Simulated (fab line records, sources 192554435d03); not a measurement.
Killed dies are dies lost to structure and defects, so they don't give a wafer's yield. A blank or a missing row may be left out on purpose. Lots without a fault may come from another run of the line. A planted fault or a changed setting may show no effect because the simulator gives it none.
fab line records | flow n5_finfet
record lots=10 wafers=30 last_day=17
route steps=1938 shown BEOL_M3@1020 BEOL_M4@1034 PASSIVATION@1936
lots that met no fault: from a run of the same line without faults
start_h: hours from the record's first day to the start of the lot's first wafer shown | wait_h: hours since the lot's step before | " the same as in the row above | L1.1+2: a row that stands for several wafers | - no value, or no start given | * or withheld: withheld | < > ~ a bound
route shown NAME@n: a module of which the file shows steps, and the number in the route of the first | usual: mean/standard deviation of fault-free wafers | same: alike in all rows | chamber/n: place in a boat | sites: the reading at each site | _std_site: their standard deviation | _edge_site: outer sites' mean less inner sites' | radius_mm: how far each site lies from the wafer's centre | mask NAME#n: copy n | behind: the tool/chamber that last shaped the wafer | hold: why the lot was held/for how many hours/how that ended | device: the transistor (n, p or np) that didn't switch | end of line: the same wafers' tests at the end of the route | a step without rows: its recipe alone | killed: dies lost to structure and defects at the first sort, not the wafer's yield | map: a wafer's dies, x killed, . not, _ none there
set.NAME: the setting as run; set.NAME@STEP: as run at that earlier step | model.NAME: the simulator's own value behind a step, which no gauge read
steps of the route over a sample of lots; a table a step, a row a wafer
services: from which hour (start_h, from the record's first day; less than 0 if before it) a tool's chamber was out of use, for how many hours, and why
## steps
# step N5_BEOL_M3_INSPECT_59
# recipe inspect_instrument=darkfield mode=post_dep
# usual raw_defect_count=77/25
# columns lot.wafer tool chamber start_h wait_h raw_defect_count
L820.1 defect_inspect-01 - 184.28 0.0 60
L820.2 " - " " 61
L820.3 " - " " 55
L822.2 defect_inspect-01 - 195.97 0.0 60
L822.4 " - " " 57
L822.5 " - " " 71
L821.2 defect_inspect-02 - 199.62 0.0 116
L821.4 " - " " 52
L821.6 " - " " 111
L824.1 defect_inspect-01 - 204.20 0.0 104
L824.4 " - " " 122
L824.5 " - " " 88
L823.1 defect_inspect-02 - 212.47 0.0 55
L823.4 " - " " 70
L823.5 " - " " 132
L829.1 defect_inspect-02 - 243.26 0.0 76
L829.4 " - " " 81
L829.6 " - " " 84
L833.1 defect_inspect-01 - 260.16 0.0 50
L833.3 " - " " 74
L833.6 " - " " 69
L837.1 defect_inspect-01 - 286.01 0.0 47
L837.3 " - " " 51
L837.6 " - " " 78
L836.1 defect_inspect-01 - 287.94 0.0 79
L836.4 " - " " 105
L836.5 " - " " 94
L839.1 defect_inspect-02 - 305.74 0.0 88
L839.2 " - " " 70
L839.3 " - " " 61
# step N5_BEOL_M4_CD_MEAS_11
# recipe target_cd_nm=16.79 landing_energy_ev=500 detector=se_inlens polarity=opening
# usual cd_nm=16.83/0.27
# columns lot.wafer tool chamber start_h wait_h cd_nm
L820.1 cd_sem-03 0 186.46 - 16.90
L820.2 " 0 " " 17.11
L820.3 " 0 " " 16.96
L822.2 cd_sem-01 0 198.21 - 16.65
L822.4 " 0 " " 17.43
L822.5 " 0 " " 16.87
L821.2 cd_sem-01 0 200.83 - 16.95
L821.4 " 0 " " 16.79
L821.6 " 0 " " 16.77
L824.1 cd_sem-01 0 205.45 - 16.65
L824.4 " 0 " " 16.93
L824.5 " 0 " " 17.00
L823.1 cd_sem-01 0 215.16 - 17.23
L823.4 " 0 " " 16.73
L823.5 " 0 " " 17.09
L829.1 cd_sem-01 0 244.51 - 16.50
L829.4 " 0 " " 16.86
L829.6 " 0 " " 16.06
L833.1 cd_sem-03 0 262.97 - 17.21
L833.3 " 0 " " 16.81
L833.6 " 0 " " 16.89
L837.1 cd_sem-01 0 287.37 - 17.14
L837.3 " 0 " " 17.04
L837.6 " 0 " " 17.07
L836.1 cd_sem-03 0 289.63 - 16.92
L836.4 " 0 " " 16.88
L836.5 " 0 " " 17.22
L839.1 cd_sem-01 0 308.50 - 16.71
L839.2 " 0 " " 17.16
L839.3 " 0 " " 17.08
# step N5_BEOL_M4_ETCH_74
# recipe chemistry=N2/H2 target=underlayer target_depth_a=65 mask_material=CAR-EUV time_s=5.2 ion_energy_ev=200 pressure_mtorr=30 source_w=840 bias_w=150 n2_flow_sccm=200 h2_flow_sccm=200 ends=cleared
# usual drypump_motor_current_A=5.6/0.42 etch_rf_on_time_s=5.17/0.13 oes_product_au=0.69/0.077 rf_vpp_V=523.1/2.2 showerhead_plenum_p_Torr=2.51/0.059 throttle_valve_pct=17.71/0.27
# columns lot.wafer tool chamber start_h wait_h drypump_motor_current_A etch_rf_on_time_s oes_product_au rf_hours_counter_h rf_vpp_V showerhead_plenum_p_Torr throttle_valve_pct
L820.1 rie_diel-04 3 186.62 0.0 4.9 5.45 0.64 168 521.7 2.45 18.02
L820.2 " 2 " " 5.5 5.12 0.70 60 523.5 2.46 17.30
L820.3 " 0 " " 6.0 5.12 0.62 233 519.6 2.48 17.67
L822.2 rie_diel-03 3 198.38 0.0 5.4 5.18 0.58 238 522.5 2.52 18.33
L822.4 " 1 " " 5.1 4.99 0.77 18 525.6 2.58 17.69
L822.5 " 1 " " 5.1 4.96 0.78 - 522.2 2.58 17.72
L821.2 rie_diel-04 3 200.99 0.0 4.9 5.43 0.64 173 520.8 2.45 18.00
L821.4 " 0 " " 6.1 5.12 0.61 239 523.7 2.47 17.68
L821.6 " 2 " " 5.5 5.08 0.70 - 521.8 2.45 17.33
L824.1 rie_diel-04 0 205.61 0.0 6.1 5.20 0.60 241 523.4 2.47 17.68
L824.4 " 2 " " 5.5 5.19 0.70 67 521.5 2.45 17.31
L824.5 " 2 " " 5.5 5.17 0.70 - 521.9 2.45 17.30
L823.1 rie_diel-04 1 215.31 0.0 5.4 5.14 0.75 40 519.8 2.48 17.82
L823.4 " 2 " " 5.5 5.18 0.68 71 523.5 2.45 17.34
L823.5 " 2 " " 5.5 5.19 0.68 - 520.6 2.45 17.28
L829.1 rie_diel-03 1 244.67 0.0 5.1 5.03 0.75 33 524.7 2.58 17.73
L829.4 " 0 " " 6.4 5.30 0.59 - 524.2 2.51 17.90
L829.6 " 1 " " 5.1 4.98 0.75 - 526.1 2.58 17.72
L833.1 rie_diel-03 0 263.26 0.0 6.4 5.36 0.60 217 520.6 2.50 17.91
L833.3 " 2 " " 5.6 5.23 0.73 60 525.1 2.58 17.35
L833.6 " 3 " " 5.4 5.09 0.85 - 523.2 2.51 17.94
L837.1 rie_diel-04 1 287.60 0.0 5.4 5.20 0.69 72 521.7 2.47 17.90
L837.3 " 0 " " 6.1 5.25 0.84 1 521.7 2.46 17.37
L837.6 " 3 " " 4.9 5.46 0.62 - 521.2 2.44 18.06
L836.1 rie_diel-04 1 290.36 0.0 5.4 5.18 0.70 73 522.7 2.47 17.89
L836.4 " 2 " " 5.5 5.17 0.66 103 522.6 2.44 17.37
L836.5 " 2 " " 5.5 5.20 0.66 - 522.1 2.44 17.37
L839.1 rie_diel-03 3 308.67 0.0 5.4 5.05 0.79 17 521.4 2.51 17.98
L839.2 " 0 " " 6.4 5.30 0.58 233 521.6 2.50 17.93
L839.3 " 1 " " 5.1 5.01 0.72 57 524.2 2.57 17.78
# step N5_BEOL_M4_ETCH_64
# recipe chemistry=N2/H2 target=SOC target_depth_a=750 overetch_a=225 mask_material=SiARC temp_c=40 time_s=121.9 ion_energy_ev=200 pressure_mtorr=30 source_w=840 bias_w=150 n2_flow_sccm=200 h2_flow_sccm=200
# usual drypump_motor_current_A=5.6/0.42 oes_product_au=0.61/0.064 rf_vpp_V=523.1/1.8 showerhead_plenum_p_Torr=2.51/0.059 throttle_valve_pct=17.66/0.27
# columns lot.wafer tool chamber start_h wait_h drypump_motor_current_A oes_product_au rf_hours_counter_h rf_vpp_V showerhead_plenum_p_Torr throttle_valve_pct
L820.1 rie_diel-04 3 186.67 0.0 4.9 0.58 168 522.4 2.45 17.97
L820.2 " 2 " " 5.5 0.62 60 521.6 2.45 17.28
L820.3 " 0 " " 6.1 0.54 233 522.6 2.48 17.63
L822.2 rie_diel-03 3 198.42 0.0 5.4 0.52 238 522.6 2.52 18.31
L822.4 " 1 " " 5.1 0.68 18 526.1 2.58 17.65
L822.5 " 1 " " 5.1 0.67 - 525.6 2.58 17.67
L821.2 rie_diel-04 3 201.04 0.0 4.9 0.58 173 520.0 2.45 17.98
L821.4 " 0 " " 6.0 0.54 239 523.5 2.47 17.65
L821.6 " 2 " " 5.5 0.61 - 521.9 2.45 17.28
L824.1 rie_diel-04 0 205.66 0.0 6.1 0.54 241 523.0 2.47 17.63
L824.4 " 2 " " 5.5 0.52 67 523.8 2.45 17.26
L824.5 " 2 " " 5.5 0.52 - 521.5 2.45 17.27
L823.1 rie_diel-04 1 215.36 0.0 5.4 0.66 40 522.5 2.48 17.77
L823.4 " 2 " " 5.5 0.52 71 522.3 2.45 17.28
L823.5 " 2 " " 5.5 0.52 - 521.6 2.45 17.26
L829.1 rie_diel-03 1 244.71 0.0 5.1 0.64 33 524.0 2.58 17.69
L829.4 " 0 " " 6.4 0.54 - 525.1 2.51 17.85
L829.6 " 1 " " 5.1 0.66 - 525.0 2.58 17.67
L833.1 rie_diel-03 0 263.31 0.0 6.4 0.53 217 521.8 2.50 17.88
L833.3 " 2 " " 5.7 0.65 60 523.2 2.58 17.34
L833.6 " 3 " " 5.4 0.74 - 522.7 2.51 17.89
L837.1 rie_diel-04 1 287.65 0.0 5.4 0.64 72 520.7 2.47 17.84
L837.3 " 0 " " 6.0 0.75 1 521.6 2.47 17.34
L837.6 " 3 " " 4.9 0.56 - 521.4 2.44 18.02
L836.1 rie_diel-04 1 290.41 0.0 5.4 0.62 73 521.2 2.47 17.82
L836.4 " 2 " " 5.5 0.59 103 521.8 2.44 17.35
L836.5 " 2 " " 5.5 0.59 - 522.1 2.44 17.33
L839.1 rie_diel-03 3 308.71 0.0 5.4 0.71 17 521.3 2.51 17.92
L839.2 " 0 " " 6.4 0.53 233 522.7 2.50 17.92
L839.3 " 1 " " 5.1 0.63 57 523.8 2.57 17.73
# step N5_BEOL_M4_CD_MEAS_18
# recipe pitch_nm=36 target_cd_nm=18
# usual cd_nm=18.1/0.34
# columns lot.wafer tool chamber start_h wait_h cd_nm
L820.1 cd_sem-02 - 187.12 0.0 18.0
L820.2 " - " " 18.1
L820.3 " - " " 18.5
L822.2 cd_sem-02 - 198.87 0.1 18.4
L822.4 " - " " 18.5
L822.5 " - " " 18.8
L821.2 cd_sem-03 - 201.49 0.1 18.2
L821.4 " - " " 18.7
L821.6 " - " " 18.7
L824.1 cd_sem-03 - 206.10 0.0 18.6
L824.4 " - " " 19.2
L824.5 " - " " 19.7
L823.1 cd_sem-02 - 215.80 0.0 17.6
L823.4 " - " " 19.3
L823.5 " - " " 18.8
L829.1 cd_sem-03 - 245.07 0.0 18.5
L829.4 " - " " 18.0
L829.6 " - " " 17.6
L833.1 cd_sem-03 - 263.67 0.0 18.1
L833.3 " - " " 17.9
L833.6 " - " " 18.3
L837.1 cd_sem-01 - 288.00 0.0 18.0
L837.3 " - " " 18.4
L837.6 " - " " 17.8
L836.1 cd_sem-03 - 290.82 0.0 18.3
L836.4 " - " " 17.9
L836.5 " - " " 18.2
L839.1 cd_sem-02 - 309.34 0.0 18.0
L839.2 " - " " 18.1
L839.3 " - " " 18.1
# step N5_BEOL_M4_RC_MEAS_101
# usual DIBL_N=36.2/2 DIBL_P=36.1/2.4 IOFF_N=0.16/0.035 IOFF_P=0.22/0.041 ION_N=675/14 ION_P=465/8.6 SS_N=71.5/0.64 SS_P=73.2/0.76 VT_N=250/3.9 VT_P=-249/3.4
# columns lot.wafer tool chamber start_h wait_h DIBL_N[mV/V] DIBL_P[mV/V] IOFF_N[nA/um] IOFF_P[nA/um] ION_N[uA/um] ION_P[uA/um] SS_N[mV/dec] SS_P[mV/dec] VT_N[mV] VT_P[mV]
L820.1 prober-02 0 199.14 0.0 32.9 33.1 0.10 0.15 650 449 71.1 71.9 256 -252
L820.2 " 0 " " 34.0 35.1 0.12 0.18 658 463 71.1 72.5 254 -250
L820.3 " 0 " " 33.6 35.0 0.10 0.17 643 454 70.4 73.3 257 -252
L822.2 prober-01 0 206.14 0.2 34.8 34.5 0.13 0.20 665 456 71.7 72.6 248 -251
L822.4 " 0 " " 35.7 36.2 0.16 0.22 680 470 71.5 73.6 248 -246
L822.5 " 0 " " 35.7 36.0 0.16 0.23 675 476 71.6 72.8 249 -249
L821.2 prober-02 0 209.19 0.2 38.1 38.2 0.18 0.24 681 465 72.1 74.5 247 -249
L821.4 " 0 " " 38.1 38.2 0.17 0.24 670 457 72.8 73.7 251 -247
L821.6 " 0 " " 37.6 37.4 0.17 0.23 672 463 72.0 73.8 248 -251
L824.1 prober-01 0 213.22 0.0 35.8 36.1 0.17 0.22 674 459 72.0 72.8 245 -247
L824.4 " 0 " " 39.0 40.3 0.22 0.29 679 463 72.3 73.5 248 -244
L824.5 " 0 " " 36.4 37.6 0.18 0.25 686 467 70.7 74.2 248 -245
L823.1 prober-01 0 225.70 0.0 38.1 38.1 0.19 0.27 684 475 71.7 73.3 246 -244
L823.4 " 0 " " 35.5 34.8 0.14 0.23 669 472 71.5 72.6 253 -249
L823.5 " 0 " " 39.5 39.4 0.23 0.31 694 474 72.5 74.0 246 -245
L829.1 prober-01 0 255.86 0.0 37.1 38.2 0.16 0.24 678 467 71.9 73.2 249 -248
L829.4 " 0 " " 35.0 35.3 0.13 0.19 661 461 71.2 72.9 254 -249
L829.6 " 0 " " 36.6 38.1 0.16 0.23 679 472 71.1 73.7 251 -248
L833.1 prober-02 0 272.29 0.0 34.9 33.2 0.13 0.18 677 466 70.9 72.7 251 -251
L833.3 " 0 " " 38.7 37.5 0.19 0.24 674 463 72.2 74.4 248 -247
L833.6 " 0 " " 40.8 40.7 0.24 0.28 703 472 72.0 74.0 243 -247
L837.1 prober-02 0 295.93 0.0 35.1 34.5 0.12 0.15 673 450 70.5 73.3 255 -255
L837.3 " 0 " " 39.0 38.9 0.17 0.20 664 453 72.7 74.4 254 -252
L837.6 " 0 " " 39.5 40.1 0.18 0.21 679 456 72.6 73.8 256 -253
L836.1 prober-02 0 297.34 0.0 38.8 35.0 0.19 0.21 685 461 71.5 73.3 249 -251
L836.4 " 0 " " 36.6 34.5 0.15 0.21 670 461 71.7 73.6 250 -249
L836.5 " 0 " " 33.3 30.0 0.10 0.16 654 456 70.7 71.6 254 -252
L839.1 prober-01 0 314.81 0.0 36.4 36.3 0.15 0.18 654 446 71.6 73.3 257 -255
L839.2 " 0 " " 36.0 36.5 0.14 0.18 671 454 71.5 73.3 254 -254
L839.3 " 0 " " 33.9 33.8 0.12 0.16 669 458 70.8 71.7 254 -256
# step N5_PASSIVATION_PROBE_49
# usual defect_limited_yield=91.1/1.4 killed_at_M0_to_M3=36/9.9 killed_at_M4_up=13/5.8 killed_at_contacts=14/5.9 killed_at_front_end=39/11 killed_at_other=3.4/2.9 killed_dies=105/17 killed_open=70/13 killed_short=34/7.3 sort_bin_5_function=5.3/1 sort_bin_6_memory=3.3/0.62 sort_bin_8_speed=0.01/0.057 sort_n_pass=1075/17
# same gross_dies=1180 killed_at_back_side=0 sort_bin_4_leakage[%]=0
# columns lot.wafer tool chamber start_h wait_h defect_limited_yield[%] killed_at_M0_to_M3 killed_at_M4_up killed_at_contacts killed_at_front_end killed_at_other killed_dies killed_open killed_short sort_bin_5_function[%] sort_bin_6_memory[%] sort_bin_8_speed[%] sort_n_pass
L823.1 prober-02 - 327.84 0.0 92.5 32 8 17 25 7 89 65 24 4.3 2.8 0 1091
L823.4 prober-02 - 327.99 0.2 92.9 39 8 10 25 2 84 63 21 4.2 2.5 0 1096
L823.5 prober-02 - 328.04 0.2 91.9 42 14 7 31 2 96 65 31 4.9 3.1 0 1084
L829.1 prober-02 - 353.23 0.1 90.0 34 11 29 41 3 118 64 53 7.0 2.4 0 1062
L829.4 prober-02 - 353.38 0.2 91.3 19 7 34 42 1 103 61 42 5.8 2.5 0 1077
L829.6 prober-02 - 353.48 0.3 91.1 41 11 15 38 0 105 67 37 5.3 3.6 0 1075
# killed by level:class
L823.1 MOL_CONTACT_COAG:geometric_particle:open=14 BEOL_M2:geometric_particle:open=9 STI_FIN_REVEAL:geometric_particle:open=7 BEOL_M0_SAQP:geometric_particle:open=6 BEOL_M3:geometric_particle:open=6 BEOL_M1:geometric_particle:open=5 BEOL_M4:geometric_particle:open=4 PASS1_CAP:geometric_particle:short=4
L823.4 BEOL_M2:geometric_particle:open=16 BEOL_M0_SAQP:geometric_particle:open=10 STI_FIN_REVEAL:geometric_particle:open=8 MOL_CONTACT_COAG:geometric_particle:open=8 FIN_SAQP:geometric_particle:short=7 BEOL_M1:geometric_particle:open=4 BEOL_M4:geometric_particle:open=4 FIN_SAQP:geometric_particle:open=3
L823.5 BEOL_M0_SAQP:geometric_particle:short=13 BEOL_M0_SAQP:geometric_particle:open=11 DUMMY_GATE:geometric_particle:open=10 BEOL_M4:geometric_particle:open=8 STI_FIN_REVEAL:geometric_particle:open=6 BEOL_M1:geometric_particle:open=6 MOL_CONTACT_COAG:geometric_particle:open=5 GATE_CUT:geometric_particle:open=4
L829.1 MOL_CONTACT_COAG:geometric_particle:open=20 FIN_SAQP:geometric_particle:short=18 MOL_CONTACT_COAG:geometric_particle:short=9 BEOL_M0_SAQP:geometric_particle:short=7 STI_FIN_REVEAL:geometric_particle:open=7 BEOL_M2:geometric_particle:open=7 BEOL_M1:geometric_particle:open=6 BEOL_M0_SAQP:geometric_particle:open=4
L829.4 MOL_CONTACT_COAG:geometric_particle:open=25 FIN_SAQP:geometric_particle:short=16 FIN_SAQP:geometric_particle:open=12 MOL_CONTACT_COAG:geometric_particle:short=9 BEOL_M0_SAQP:geometric_particle:open=5 BEOL_M0_SAQP:geometric_particle:short=4 GATE_CUT:geometric_particle:short=3 BEOL_M1:geometric_particle:open=3
L829.6 MOL_CONTACT_COAG:geometric_particle:open=13 BEOL_M2:geometric_particle:open=12 BEOL_M3:geometric_particle:open=10 BEOL_M0_SAQP:geometric_particle:short=8 FIN_SAQP:geometric_particle:open=7 FIN_SAQP:geometric_particle:short=7 DUMMY_GATE:geometric_particle:open=5 GATE_CUT:geometric_particle:short=4
## services
# columns tool chamber start_h hours kind
rie_diel-03 1 188.21 2.4 repair
rie_diel-04 3 218.89 32.8 repair
rie_diel-03 3 234.65 - clean
rie_diel-03 3 234.65 - consumable_replace:focus_ring
rie_diel-03 3 234.65 20.9 scheduled_down
rie_diel-03 3 234.65 20.9 vent_cycle
rie_diel-04 0 251.90 - clean
rie_diel-04 0 251.90 - consumable_replace:focus_ring
rie_diel-04 0 251.90 31.1 scheduled_down
rie_diel-04 0 251.90 31.1 vent_cycle
## key
first_sign step=N5_BEOL_M4_CD_MEAS_18 reading=cd_nm direction=up sigmas=3.4 usual=18.1 struck=19.3
effect none on later readings
met_at N5_BEOL_M4_ETCH_64
struck_lots L823,L824
struck_wafers L823.4,L823.5,L824.4,L824.5
not_acting_at N5_BEOL_M3_INSPECT_59,N5_BEOL_M4_CD_MEAS_11,N5_BEOL_M4_ETCH_74
onset_between 201.04 205.66
fault kind=process_parameter_drift tool=rie_diel-04 chamber=- onset_h=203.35 steps=N5_BEOL_M4_ETCH_64 channel=time_s offset=* shape=step end_h=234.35 scope=struck_wafers_only acts_in=* stated=*
